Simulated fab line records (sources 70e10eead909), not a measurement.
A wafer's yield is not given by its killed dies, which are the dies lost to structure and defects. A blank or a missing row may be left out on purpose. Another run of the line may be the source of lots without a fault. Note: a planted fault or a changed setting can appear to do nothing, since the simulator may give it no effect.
What tool caused it? -- flow nandHarc -- 6 lots with 18 wafers sampled at 2 steps, on a route of 1302 steps

WHAT THE GAUGES SHOWED, per wafer
NHARC_P_GATE_CD_MEAS_11: target cd 1640 nm.
lot,measured,on,cdNm (nm)
L572,day 5 02:43,cdSem-03,1636.7 1638.0 1637.8
L574,day 5 14:40,cdSem-02,1637.0 1637.7 1634.5
L577,day 6 23:42,cdSem-02,1640.3 1639.9 1638.6
L580,day 8 09:00,cdSem-02,1639.3 1637.7 1638.0
L582,day 8 20:49,cdSem-03,1642.1 1641.1 1639.3
L585,day 10 12:50,cdSem-03,1640.5 1642.7 1638.3

TOOL THAT RAN EACH LOT (tool first, then ch and the chambers of the sampled wafers, then the start)
lot,NHARC_P_ZERO_WELL_RTA_42
L572,"rtpAnneal-01 ch 0, day 2 15:57"
L574,"rtpAnneal-01 ch 0, day 3 09:10"
L577,"rtpAnneal-02 ch 0, day 4 15:14"
L580,"rtpAnneal-02 ch 0, day 5 21:07"
L582,"rtpAnneal-02 ch 0, day 6 16:54"
L585,"rtpAnneal-02 ch 0, day 7 22:55"
- NHARC_P_ZERO_WELL_RTA_42: time 300 s.

THE ANSWER, worked out from the rows above alone
Rule: the lots themselves supply what counts as usual. Put in order of their means at a reading, lots are off if they are a third of the lots or fewer, leave a main group of 4 or more, and stand apart from it by a gap of 3 or more times the standard deviation of the main group's means; of several such gaps the widest counts. The tables above print the reading to a certain number of digits; a main group whose means all agree to those digits is not used. A lot without any number at a reading at which 4 lots or more have one is off too. Where the step has rows for the other lots, those lots are counted as sound.
Nothing can be told from this: no lot is off at any reading shown.

WHAT HAD BEEN PUT IN BY THE SIMULATOR
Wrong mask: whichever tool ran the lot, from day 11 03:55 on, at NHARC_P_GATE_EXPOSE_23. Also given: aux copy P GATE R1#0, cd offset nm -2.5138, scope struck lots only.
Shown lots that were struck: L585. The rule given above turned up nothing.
